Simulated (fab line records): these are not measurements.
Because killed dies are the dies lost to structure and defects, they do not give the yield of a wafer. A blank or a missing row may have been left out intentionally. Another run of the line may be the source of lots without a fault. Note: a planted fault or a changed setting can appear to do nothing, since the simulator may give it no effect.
Matching of chambers || flow n5Finfet || N5_BEOL_M0_SAQP_SPACER2_ALD_26 on aldSin-02: 4 sister chambers
The step deposits SiO2, target thk 15 nm, pulse time 1 s, purge time 2 s. 4 wafers are shown with their chamber, then 7 later ones without.

EACH WAFER AND ITS CHAMBER
{"wafer": "L751.3", "chamber": 3, "heaterPowerW (W)": 524}
{"wafer": "L760.2", "chamber": 2, "heaterPowerW (W)": 506}
{"wafer": "L761.1", "chamber": 1, "heaterPowerW (W)": 536}
{"wafer": "L761.3", "chamber": 0, "heaterPowerW (W)": 430}

WAFERS WITH NO CHAMBER GIVEN
{"wafer": "L761.5", "heaterPowerW (W)": 560}
{"wafer": "L762.1", "heaterPowerW (W)": 533}
{"wafer": "L762.2", "heaterPowerW (W)": 427}
{"wafer": "L762.5", "heaterPowerW (W)": 499}
{"wafer": "L764.1", "heaterPowerW (W)": 423}
{"wafer": "L764.3", "heaterPowerW (W)": 504}
{"wafer": "L764.4", "heaterPowerW (W)": 528}

THE CHAMBER EACH PASSED THROUGH
{"wafer": "L761.5", "from the rows above": "can't be placed: 1 or 3", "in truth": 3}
{"wafer": "L762.1", "from the rows above": "can't be placed: 1 or 3", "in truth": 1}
{"wafer": "L762.2", "from the rows above": 0, "in truth": 0}
{"wafer": "L762.5", "from the rows above": "can't be placed: 2 or 3", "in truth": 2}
{"wafer": "L764.1", "from the rows above": 0, "in truth": 0}
{"wafer": "L764.3", "from the rows above": "can't be placed: 2 or 3", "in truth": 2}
{"wafer": "L764.4", "from the rows above": "can't be placed: 3 or 1 or 2", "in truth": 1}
2 of 7 placed correctly. Not placeable from these rows: 5 (in 5, the candidates include the true chamber). Wrongly placed: 0.
How it was worked out, from the rows above alone: a wafer's distance from a chamber is the root of the sum, over the readings, of the square of ((its reading less the chamber's mean) divided by the reading's scatter). The wafer belongs to the nearest chamber; if the next one is less than 2 further off, it can't be placed. Each chamber's mean is taken over the wafers shown for it. The scatter (one wafer shown for each chamber): square how far every hidden wafer sits from the nearest shown wafer, average those squares and take the square root.
